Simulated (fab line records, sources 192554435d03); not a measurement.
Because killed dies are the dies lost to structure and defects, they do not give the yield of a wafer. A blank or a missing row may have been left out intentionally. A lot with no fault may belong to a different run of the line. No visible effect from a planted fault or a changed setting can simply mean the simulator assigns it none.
What tool caused it? || flow n5Finfet || 24 lots, 72 wafers sampled, at 6 steps of a route of 1938

## WHAT EACH GAUGE READ, for each wafer
N5_BEOL_M10_CD_MEAS_35 targets a cd of 70 nm.
{"lot": "L075", "measured": "day 10 20:31", "on": "cdSem-02", "cdNm (nm)": "69.7 69.0 69.6"}
{"lot": "L074", "measured": "day 11 09:59", "on": "cdSem-03", "cdNm (nm)": "69.3 69.3 69.7"}
{"lot": "L076", "measured": "day 12 01:28", "on": "cdSem-01", "cdNm (nm)": "70.2 70.0 70.5"}
{"lot": "L077", "measured": "day 12 01:55", "on": "cdSem-01", "cdNm (nm)": "71.1 71.3 69.8"}
{"lot": "L078", "measured": "day 12 11:21", "on": "cdSem-01", "cdNm (nm)": "70.2 69.8 69.5"}
{"lot": "L079", "measured": "day 12 20:52", "on": "cdSem-01", "cdNm (nm)": "69.9 70.7 70.2"}
{"lot": "L082", "measured": "day 12 23:12", "on": "cdSem-03", "cdNm (nm)": "70.5 69.9 70.6"}
{"lot": "L081", "measured": "day 13 03:44", "on": "cdSem-03", "cdNm (nm)": "69.2 69.6 69.7"}
{"lot": "L080", "measured": "day 13 12:37", "on": "cdSem-03", "cdNm (nm)": "70.1 70.6 69.9"}
{"lot": "L083", "measured": "day 13 14:04", "on": "cdSem-03", "cdNm (nm)": "70.6 70.4 70.5"}
{"lot": "L084", "measured": "day 13 14:27", "on": "cdSem-03", "cdNm (nm)": "70.8 70.8 70.6"}
{"lot": "L085", "measured": "day 13 17:45", "on": "cdSem-03", "cdNm (nm)": "70.9 69.7 69.7"}
{"lot": "L086", "measured": "day 13 22:40", "on": "cdSem-03", "cdNm (nm)": "69.4 70.0 69.6"}
{"lot": "L088", "measured": "day 14 18:50", "on": "cdSem-02", "cdNm (nm)": "71.3 71.1 70.0"}
{"lot": "L087", "measured": "day 15 00:38", "on": "cdSem-01", "cdNm (nm)": "69.3 69.3 70.0"}
{"lot": "L091", "measured": "day 15 03:41", "on": "cdSem-01", "cdNm (nm)": "70.4 70.6 69.6"}
{"lot": "L089", "measured": "day 15 20:28", "on": "cdSem-02", "cdNm (nm)": "70.5 69.1 70.0"}
{"lot": "L090", "measured": "day 16 07:38", "on": "cdSem-01", "cdNm (nm)": "70.2 70.4 69.6"}
{"lot": "L093", "measured": "day 16 12:52", "on": "cdSem-02", "cdNm (nm)": "70.2 70.2 70.0"}
{"lot": "L092", "measured": "day 16 16:36", "on": "cdSem-03", "cdNm (nm)": "69.9 71.2 71.1"}
{"lot": "L094", "measured": "day 17 13:31", "on": "cdSem-03", "cdNm (nm)": "68.7 68.8 69.4"}
{"lot": "L096", "measured": "day 17 15:47", "on": "cdSem-02", "cdNm (nm)": "69.0 69.7 70.7"}
{"lot": "L097", "measured": "day 17 15:49", "on": "cdSem-03", "cdNm (nm)": "68.6 69.9 70.4"}
{"lot": "L095", "measured": "day 17 16:46", "on": "cdSem-02", "cdNm (nm)": "68.4 70.5 69.3"}

N5_BEOL_M11_THK_MEAS_01.
{"lot": "L075", "measured": "day 11 03:55", "on": "filmMetro-02", "M11_ILD_THK (nm)": "262 265 267"}
{"lot": "L074", "measured": "day 11 14:40", "on": "filmMetro-01", "M11_ILD_THK (nm)": "261 261 267"}
{"lot": "L076", "measured": "day 12 05:03", "on": "filmMetro-01", "M11_ILD_THK (nm)": "269 271 270"}
{"lot": "L077", "measured": "day 12 05:35", "on": "filmMetro-01", "M11_ILD_THK (nm)": "269 271 274"}
{"lot": "L078", "measured": "day 12 14:33", "on": "filmMetro-02", "M11_ILD_THK (nm)": "269 263 263"}
{"lot": "L079", "measured": "day 13 00:31", "on": "filmMetro-01", "M11_ILD_THK (nm)": "269 270 273"}
{"lot": "L082", "measured": "day 13 02:54", "on": "filmMetro-02", "M11_ILD_THK (nm)": "277 267 267"}
{"lot": "L081", "measured": "day 13 07:28", "on": "filmMetro-02", "M11_ILD_THK (nm)": "274 264 269"}
{"lot": "L080", "measured": "day 13 15:23", "on": "filmMetro-02", "M11_ILD_THK (nm)": "266 260 270"}
{"lot": "L083", "measured": "day 13 17:08", "on": "filmMetro-02", "M11_ILD_THK (nm)": "263 262 266"}
{"lot": "L084", "measured": "day 13 17:26", "on": "filmMetro-01", "M11_ILD_THK (nm)": "266 269 276"}
{"lot": "L085", "measured": "day 13 20:59", "on": "filmMetro-01", "M11_ILD_THK (nm)": "264 264 269"}
{"lot": "L086", "measured": "day 14 01:29", "on": "filmMetro-02", "M11_ILD_THK (nm)": "267 263 269"}
{"lot": "L088", "measured": "day 14 21:56", "on": "filmMetro-01", "M11_ILD_THK (nm)": "264 268 268"}
{"lot": "L087", "measured": "day 15 05:12", "on": "filmMetro-02", "M11_ILD_THK (nm)": "268 274 272"}
{"lot": "L091", "measured": "day 15 06:37", "on": "filmMetro-01", "M11_ILD_THK (nm)": "263 267 267"}
{"lot": "L089", "measured": "day 16 01:13", "on": "filmMetro-02", "M11_ILD_THK (nm)": "266 269 272"}
{"lot": "L090", "measured": "day 16 11:57", "on": "filmMetro-02", "M11_ILD_THK (nm)": "270 266 274"}
{"lot": "L093", "measured": "day 16 16:01", "on": "filmMetro-01", "M11_ILD_THK (nm)": "268 263 273"}
{"lot": "L092", "measured": "day 16 20:35", "on": "filmMetro-01", "M11_ILD_THK (nm)": "270 269 269"}
{"lot": "L094", "measured": "day 17 17:42", "on": "filmMetro-02", "M11_ILD_THK (nm)": "264 263 271"}
{"lot": "L096", "measured": "day 17 18:50", "on": "filmMetro-02", "M11_ILD_THK (nm)": "268 272 271"}
{"lot": "L097", "measured": "day 17 18:52", "on": "filmMetro-01", "M11_ILD_THK (nm)": "269 269 268"}
{"lot": "L095", "measured": "day 17 21:35", "on": "filmMetro-01", "M11_ILD_THK (nm)": "268 270 269"}

N5_BEOL_M12_OVL_MEAS_11.
{"lot": "L075", "measured": "day 11 15:28", "on": "overlay-02", "V11_OVL (nm)": "4 7 12"}
{"lot": "L074", "measured": "day 12 04:35", "on": "overlay-02", "V11_OVL (nm)": "4 -5 1"}
{"lot": "L076", "measured": "day 12 14:25", "on": "overlay-01", "V11_OVL (nm)": "-13 -5 -7"}
{"lot": "L077", "measured": "day 12 15:25", "on": "overlay-01", "V11_OVL (nm)": "6 7 6"}
{"lot": "L078", "measured": "day 12 23:39", "on": "overlay-02", "V11_OVL (nm)": "5 13 9"}
{"lot": "L079", "measured": "day 13 07:44", "on": "overlay-01", "V11_OVL (nm)": "-6 -6 -4"}
{"lot": "L082", "measured": "day 13 10:13", "on": "overlay-01", "V11_OVL (nm)": "-10 -2 -1"}
{"lot": "L081", "measured": "day 13 14:31", "on": "overlay-02", "V11_OVL (nm)": "5 -1 1"}
{"lot": "L080", "measured": "day 13 22:04", "on": "overlay-01", "V11_OVL (nm)": "-4 2 -3"}
{"lot": "L083", "measured": "day 14 00:02", "on": "overlay-02", "V11_OVL (nm)": "9 -2 -7"}
{"lot": "L084", "measured": "day 14 01:01", "on": "overlay-01", "V11_OVL (nm)": "5 -6 -2"}
{"lot": "L085", "measured": "day 14 05:55", "on": "overlay-01", "V11_OVL (nm)": "-7 1 -1"}
{"lot": "L086", "measured": "day 14 07:17", "on": "overlay-01", "V11_OVL (nm)": "6 6 3"}
{"lot": "L088", "measured": "day 15 08:50", "on": "overlay-01", "V11_OVL (nm)": "7 -1 15"}
{"lot": "L087", "measured": "day 15 15:05", "on": "overlay-01", "V11_OVL (nm)": "-2 -13 -11"}
{"lot": "L091", "measured": "day 15 15:44", "on": "overlay-01", "V11_OVL (nm)": "-2 2 2"}
{"lot": "L089", "measured": "day 16 09:40", "on": "overlay-01", "V11_OVL (nm)": "-9 -7 -9"}
{"lot": "L090", "measured": "day 16 18:31", "on": "overlay-02", "V11_OVL (nm)": "4 4 2"}
{"lot": "L093", "measured": "day 16 22:25", "on": "overlay-01", "V11_OVL (nm)": "-4 -2 3"}
{"lot": "L092", "measured": "day 17 07:42", "on": "overlay-02", "V11_OVL (nm)": "-1 -13 -1"}
{"lot": "L094", "measured": "day 18 05:04", "on": "overlay-01", "V11_OVL (nm)": "-4 -5 -5"}
{"lot": "L096", "measured": "day 18 04:40", "on": "overlay-02", "V11_OVL (nm)": "-1 2 -3"}
{"lot": "L097", "measured": "day 18 07:19", "on": "overlay-01", "V11_OVL (nm)": "-4 -1 -5"}
{"lot": "L095", "measured": "day 18 05:06", "on": "overlay-02", "V11_OVL (nm)": "1 3 7"}

## WHICH TOOL RAN EACH LOT (tool, then ch and the chambers of the sampled wafers, then the start)
{"lot": "L075", "N5_BEOL_M10_SURFACE_TREAT_76": "pvdSputter-02, day 10 21:43", "N5_BEOL_M10_SPUTTER_48": "pvdSputter-02, day 10 21:58", "N5_BEOL_M11_ETCH_66": "rieDiel-01 ch 0,1,3, day 11 10:44"}
{"lot": "L074", "N5_BEOL_M10_SURFACE_TREAT_76": "pvdSputter-02, day 11 10:44", "N5_BEOL_M10_SPUTTER_48": "pvdSputter-01, day 11 10:55", "N5_BEOL_M11_ETCH_66": "rieDiel-02 ch 1,2, day 12 00:46"}
{"lot": "L076", "N5_BEOL_M10_SURFACE_TREAT_76": "pvdSputter-02, day 12 02:38", "N5_BEOL_M10_SPUTTER_48": "pvdSputter-02, day 12 02:55", "N5_BEOL_M11_ETCH_66": "rieDiel-02 ch 0,1, day 12 10:47"}
{"lot": "L077", "N5_BEOL_M10_SURFACE_TREAT_76": "pvdSputter-02, day 12 02:52", "N5_BEOL_M10_SPUTTER_48": "pvdSputter-01, day 12 03:14", "N5_BEOL_M11_ETCH_66": "rieDiel-03 ch 0,2,3, day 12 11:14"}
{"lot": "L078", "N5_BEOL_M10_SURFACE_TREAT_76": "pvdSputter-01, day 12 12:23", "N5_BEOL_M10_SPUTTER_48": "pvdSputter-01, day 12 12:37", "N5_BEOL_M11_ETCH_66": "rieDiel-01 ch 0,2,3, day 12 20:28"}
{"lot": "L079", "N5_BEOL_M10_SURFACE_TREAT_76": "pvdSputter-03, day 12 21:53", "N5_BEOL_M10_SPUTTER_48": "pvdSputter-03, day 12 22:08", "N5_BEOL_M11_ETCH_66": "rieDiel-03 ch 1,2,3, day 13 03:12"}
{"lot": "L082", "N5_BEOL_M10_SURFACE_TREAT_76": "pvdSputter-03, day 13 00:58", "N5_BEOL_M10_SPUTTER_48": "pvdSputter-03, day 13 01:11", "N5_BEOL_M11_ETCH_66": "rieDiel-01 ch 1,2,3, day 13 06:17"}
{"lot": "L081", "N5_BEOL_M10_SURFACE_TREAT_76": "pvdSputter-02, day 13 05:21", "N5_BEOL_M10_SPUTTER_48": "pvdSputter-02, day 13 05:51", "N5_BEOL_M11_ETCH_66": "rieDiel-01 ch 0,2,3, day 13 10:49"}
{"lot": "L080", "N5_BEOL_M10_SURFACE_TREAT_76": "pvdSputter-01, day 13 13:35", "N5_BEOL_M10_SPUTTER_48": "pvdSputter-01, day 13 13:46", "N5_BEOL_M11_ETCH_66": "rieDiel-02 ch 1,2,3, day 13 18:14"}
{"lot": "L083", "N5_BEOL_M10_SURFACE_TREAT_76": "pvdSputter-03, day 13 14:59", "N5_BEOL_M10_SPUTTER_48": "pvdSputter-02, day 13 15:14", "N5_BEOL_M11_ETCH_66": "rieDiel-03 ch 2,3, day 13 19:47"}
{"lot": "L084", "N5_BEOL_M10_SURFACE_TREAT_76": "pvdSputter-02, day 13 15:33", "N5_BEOL_M10_SPUTTER_48": "pvdSputter-02, day 13 15:46", "N5_BEOL_M11_ETCH_66": "rieDiel-02 ch 0,1,2, day 13 21:42"}
{"lot": "L085", "N5_BEOL_M10_SURFACE_TREAT_76": "pvdSputter-02, day 13 19:11", "N5_BEOL_M10_SPUTTER_48": "pvdSputter-01, day 13 19:23", "N5_BEOL_M11_ETCH_66": "rieDiel-02 ch 1,3, day 14 01:41"}
{"lot": "L086", "N5_BEOL_M10_SURFACE_TREAT_76": "pvdSputter-03, day 13 23:31", "N5_BEOL_M10_SPUTTER_48": "pvdSputter-03, day 13 23:41", "N5_BEOL_M11_ETCH_66": "rieDiel-02 ch 1,2,3, day 14 04:09"}
{"lot": "L088", "N5_BEOL_M10_SURFACE_TREAT_76": "pvdSputter-03, day 14 19:43", "N5_BEOL_M10_SPUTTER_48": "pvdSputter-03, day 14 20:18", "N5_BEOL_M11_ETCH_66": "rieDiel-02 ch 1,2, day 15 05:47"}
{"lot": "L087", "N5_BEOL_M10_SURFACE_TREAT_76": "pvdSputter-02, day 15 01:55", "N5_BEOL_M10_SPUTTER_48": "pvdSputter-01, day 15 03:28", "N5_BEOL_M11_ETCH_66": "rieDiel-03 ch 1,3, day 15 10:31"}
{"lot": "L091", "N5_BEOL_M10_SURFACE_TREAT_76": "pvdSputter-01, day 15 04:36", "N5_BEOL_M10_SPUTTER_48": "pvdSputter-02, day 15 05:00", "N5_BEOL_M11_ETCH_66": "rieDiel-03 ch 0,2, day 15 12:07"}
{"lot": "L089", "N5_BEOL_M10_SURFACE_TREAT_76": "pvdSputter-03, day 15 22:35", "N5_BEOL_M10_SPUTTER_48": "pvdSputter-01, day 15 23:02", "N5_BEOL_M11_ETCH_66": "rieDiel-01 ch 0,1,2, day 16 05:25"}
{"lot": "L090", "N5_BEOL_M10_SURFACE_TREAT_76": "pvdSputter-03, day 16 09:56", "N5_BEOL_M10_SPUTTER_48": "pvdSputter-03, day 16 10:08", "N5_BEOL_M11_ETCH_66": "rieDiel-03 ch 0,1,2, day 16 14:34"}
{"lot": "L093", "N5_BEOL_M10_SURFACE_TREAT_76": "pvdSputter-01, day 16 14:05", "N5_BEOL_M10_SPUTTER_48": "pvdSputter-02, day 16 14:22", "N5_BEOL_M11_ETCH_66": "rieDiel-03 ch 0,1,2, day 16 17:52"}
{"lot": "L092", "N5_BEOL_M10_SURFACE_TREAT_76": "pvdSputter-01, day 16 18:46", "N5_BEOL_M10_SPUTTER_48": "pvdSputter-02, day 16 18:58", "N5_BEOL_M11_ETCH_66": "rieDiel-01 ch 0,2,3, day 17 02:10"}
{"lot": "L094", "N5_BEOL_M10_SURFACE_TREAT_76": "pvdSputter-01, day 17 15:41", "N5_BEOL_M10_SPUTTER_48": "pvdSputter-01, day 17 15:55", "N5_BEOL_M11_ETCH_66": "rieDiel-01 ch 1,2,3, day 18 01:23"}
{"lot": "L096", "N5_BEOL_M10_SURFACE_TREAT_76": "pvdSputter-03, day 17 16:55", "N5_BEOL_M10_SPUTTER_48": "pvdSputter-01, day 17 17:08", "N5_BEOL_M11_ETCH_66": "rieDiel-03 ch 1,2, day 18 01:13"}
{"lot": "L097", "N5_BEOL_M10_SURFACE_TREAT_76": "pvdSputter-03, day 17 17:02", "N5_BEOL_M10_SPUTTER_48": "pvdSputter-01, day 17 17:16", "N5_BEOL_M11_ETCH_66": "rieDiel-03 ch 1,2, day 18 02:18"}
{"lot": "L095", "N5_BEOL_M10_SURFACE_TREAT_76": "pvdSputter-02, day 17 19:23", "N5_BEOL_M10_SPUTTER_48": "pvdSputter-02, day 17 19:59", "N5_BEOL_M11_ETCH_66": "rieDiel-02 ch 0,1, day 18 01:26"}
- N5_BEOL_M10_SURFACE_TREAT_76
- N5_BEOL_M10_SPUTTER_48: material Cu, target thk 12 nm, time 2 s.
- N5_BEOL_M11_ETCH_66: etches SOC in N2/H2, target depth 120 nm, overetch 24 nm, time 180 s.

## AS READ BY THE TOOLS THEMSELVES (means over the sampled wafers that have a number; for cases with no such wafer, the mark the record gives instead)
N5_BEOL_M10_SPUTTER_48.
{"lot": "L075", "tool": "pvdSputter-02", "throttleValvePct (%)": 31.4}
{"lot": "L074", "tool": "pvdSputter-01", "throttleValvePct (%)": 30.9}
{"lot": "L076", "tool": "pvdSputter-02", "throttleValvePct (%)": 30.4}
{"lot": "L077", "tool": "pvdSputter-01", "throttleValvePct (%)": 30.4}
{"lot": "L078", "tool": "pvdSputter-01", "throttleValvePct (%)": 31.2}
{"lot": "L079", "tool": "pvdSputter-03", "throttleValvePct (%)": 30.2}
{"lot": "L082", "tool": "pvdSputter-03", "throttleValvePct (%)": 29.8}
{"lot": "L081", "tool": "pvdSputter-02", "throttleValvePct (%)": 31.4}
{"lot": "L080", "tool": "pvdSputter-01", "throttleValvePct (%)": 30.3}
{"lot": "L083", "tool": "pvdSputter-02", "throttleValvePct (%)": 31.1}
{"lot": "L084", "tool": "pvdSputter-02", "throttleValvePct (%)": 31.5}
{"lot": "L085", "tool": "pvdSputter-01", "throttleValvePct (%)": 30.8}
{"lot": "L086", "tool": "pvdSputter-03", "throttleValvePct (%)": 30.3}
{"lot": "L088", "tool": "pvdSputter-03", "throttleValvePct (%)": 30.3}
{"lot": "L087", "tool": "pvdSputter-01", "throttleValvePct (%)": 31.7}
{"lot": "L091", "tool": "pvdSputter-02", "throttleValvePct (%)": 30.9}
{"lot": "L089", "tool": "pvdSputter-01", "throttleValvePct (%)": 30.4}
{"lot": "L090", "tool": "pvdSputter-03", "throttleValvePct (%)": 30.4}
{"lot": "L093", "tool": "pvdSputter-02", "throttleValvePct (%)": 30.7}
{"lot": "L092", "tool": "pvdSputter-02", "throttleValvePct (%)": 31.5}
{"lot": "L094", "tool": "pvdSputter-01", "throttleValvePct (%)": 31.0}
{"lot": "L096", "tool": "pvdSputter-01", "throttleValvePct (%)": 30.6}
{"lot": "L097", "tool": "pvdSputter-01", "throttleValvePct (%)": 30.9}
{"lot": "L095", "tool": "pvdSputter-02", "throttleValvePct (%)": 31.2}

N5_BEOL_M11_ETCH_66.
{"lot": "L075", "tool": "rieDiel-01", "drypumpMotorCurrentA (A)": 6.1, "oesProductAu (a.u.)": 0.58, "rfVppV (V)": 522.5, "showerheadPlenumPTorr (Torr)": 2.49, "throttleValvePct (%)": 18.14}
{"lot": "L074", "tool": "rieDiel-02", "drypumpMotorCurrentA (A)": 5.6, "oesProductAu (a.u.)": 0.57, "rfVppV (V)": 525.3, "showerheadPlenumPTorr (Torr)": 2.59, "throttleValvePct (%)": 18.14}
{"lot": "L076", "tool": "rieDiel-02", "drypumpMotorCurrentA (A)": 5.7, "oesProductAu (a.u.)": 0.61, "rfVppV (V)": 524.6, "showerheadPlenumPTorr (Torr)": 2.58, "throttleValvePct (%)": 17.94}
{"lot": "L077", "tool": "rieDiel-03", "drypumpMotorCurrentA (A)": 5.4, "oesProductAu (a.u.)": 0.59, "rfVppV (V)": 523.5, "showerheadPlenumPTorr (Torr)": 2.52, "throttleValvePct (%)": 18.14}
{"lot": "L078", "tool": "rieDiel-01", "drypumpMotorCurrentA (A)": 5.9, "oesProductAu (a.u.)": 0.57, "rfVppV (V)": 523.2, "showerheadPlenumPTorr (Torr)": 2.53, "throttleValvePct (%)": 18.17}
{"lot": "L079", "tool": "rieDiel-03", "drypumpMotorCurrentA (A)": 5.6, "oesProductAu (a.u.)": 0.63, "rfVppV (V)": 524.8, "showerheadPlenumPTorr (Torr)": 2.57, "throttleValvePct (%)": 18.09}
{"lot": "L082", "tool": "rieDiel-01", "drypumpMotorCurrentA (A)": 6.0, "oesProductAu (a.u.)": 0.57, "rfVppV (V)": 523.3, "showerheadPlenumPTorr (Torr)": 2.52, "throttleValvePct (%)": 18.19}
{"lot": "L081", "tool": "rieDiel-01", "drypumpMotorCurrentA (A)": 5.9, "oesProductAu (a.u.)": 0.57, "rfVppV (V)": 523.4, "showerheadPlenumPTorr (Torr)": 2.53, "throttleValvePct (%)": 18.18}
{"lot": "L080", "tool": "rieDiel-02", "drypumpMotorCurrentA (A)": 5.4, "oesProductAu (a.u.)": 0.62, "rfVppV (V)": 526.6, "showerheadPlenumPTorr (Torr)": 2.61, "throttleValvePct (%)": 18.07}
{"lot": "L083", "tool": "rieDiel-03", "drypumpMotorCurrentA (A)": 5.4, "oesProductAu (a.u.)": 0.58, "rfVppV (V)": 522.7, "showerheadPlenumPTorr (Torr)": 2.50, "throttleValvePct (%)": 18.20}
{"lot": "L084", "tool": "rieDiel-02", "drypumpMotorCurrentA (A)": 5.7, "oesProductAu (a.u.)": 0.60, "rfVppV (V)": 522.9, "showerheadPlenumPTorr (Torr)": 2.54, "throttleValvePct (%)": 17.96}
{"lot": "L085", "tool": "rieDiel-02", "drypumpMotorCurrentA (A)": 5.2, "oesProductAu (a.u.)": 0.66, "rfVppV (V)": 527.6, "showerheadPlenumPTorr (Torr)": 2.67, "throttleValvePct (%)": 17.96}
{"lot": "L086", "tool": "rieDiel-02", "drypumpMotorCurrentA (A)": 5.4, "oesProductAu (a.u.)": 0.62, "rfVppV (V)": 525.0, "showerheadPlenumPTorr (Torr)": 2.61, "throttleValvePct (%)": 18.08}
{"lot": "L088", "tool": "rieDiel-02", "drypumpMotorCurrentA (A)": 5.6, "oesProductAu (a.u.)": 0.56, "rfVppV (V)": 525.1, "showerheadPlenumPTorr (Torr)": 2.58, "throttleValvePct (%)": 18.19}
{"lot": "L087", "tool": "rieDiel-03", "drypumpMotorCurrentA (A)": 5.8, "oesProductAu (a.u.)": 0.65, "rfVppV (V)": 525.7, "showerheadPlenumPTorr (Torr)": 2.63, "throttleValvePct (%)": 18.08}
{"lot": "L091", "tool": "rieDiel-03", "drypumpMotorCurrentA (A)": 5.4, "oesProductAu (a.u.)": 0.58, "rfVppV (V)": 523.3, "showerheadPlenumPTorr (Torr)": 2.52, "throttleValvePct (%)": 18.09}
{"lot": "L089", "tool": "rieDiel-01", "drypumpMotorCurrentA (A)": 5.8, "oesProductAu (a.u.)": 0.55, "rfVppV (V)": 523.8, "showerheadPlenumPTorr (Torr)": 2.55, "throttleValvePct (%)": 18.28}
{"lot": "L090", "tool": "rieDiel-03", "drypumpMotorCurrentA (A)": 5.6, "oesProductAu (a.u.)": 0.61, "rfVppV (V)": 524.5, "showerheadPlenumPTorr (Torr)": 2.57, "throttleValvePct (%)": 18.07}
{"lot": "L093", "tool": "rieDiel-03", "drypumpMotorCurrentA (A)": 5.6, "oesProductAu (a.u.)": 0.62, "rfVppV (V)": 523.9, "showerheadPlenumPTorr (Torr)": 2.57, "throttleValvePct (%)": 18.08}
{"lot": "L092", "tool": "rieDiel-01", "drypumpMotorCurrentA (A)": 5.9, "oesProductAu (a.u.)": 0.56, "rfVppV (V)": 523.1, "showerheadPlenumPTorr (Torr)": 2.52, "throttleValvePct (%)": 18.21}
{"lot": "L094", "tool": "rieDiel-01", "drypumpMotorCurrentA (A)": 6.0, "oesProductAu (a.u.)": 0.63, "rfVppV (V)": 522.1, "showerheadPlenumPTorr (Torr)": 2.51, "throttleValvePct (%)": 18.12}
{"lot": "L096", "tool": "rieDiel-03", "drypumpMotorCurrentA (A)": 5.7, "oesProductAu (a.u.)": 0.64, "rfVppV (V)": 526.2, "showerheadPlenumPTorr (Torr)": 2.63, "throttleValvePct (%)": 18.04}
{"lot": "L097", "tool": "rieDiel-03", "drypumpMotorCurrentA (A)": 5.7, "oesProductAu (a.u.)": 0.64, "rfVppV (V)": 526.3, "showerheadPlenumPTorr (Torr)": 2.63, "throttleValvePct (%)": 18.04}
{"lot": "L095", "tool": "rieDiel-02", "drypumpMotorCurrentA (A)": 5.7, "oesProductAu (a.u.)": 0.58, "rfVppV (V)": 524.0, "showerheadPlenumPTorr (Torr)": 2.56, "throttleValvePct (%)": 18.01}

## THE ANSWER, worked out from the rows above alone
Rule: the lots themselves supply what counts as usual. The widest of any qualifying gaps counts: lots, ordered by their means at a reading, are off when they make up no more than a third of the lots, leave a main group of 4 or more, and stand apart from it by 3 or more times the standard deviation of that group's means. If all means in a main group match to the digits the tables above print for the reading, that group is not used. A lot without any number at a reading at which 4 lots or more have one is off too. Where the step has rows for the other lots, those lots are counted as sound. After the gauges, taken in route order, come the tools' own readings; for these a lot's mean is taken, as printed above. The first step at which some lot is off is used, and at that step the reading that is off furthest; a lot without a number counts as furthest.
No lot is off at any reading shown: from this, nothing can be told.

## WHAT HAD BEEN PUT IN BY THE SIMULATOR
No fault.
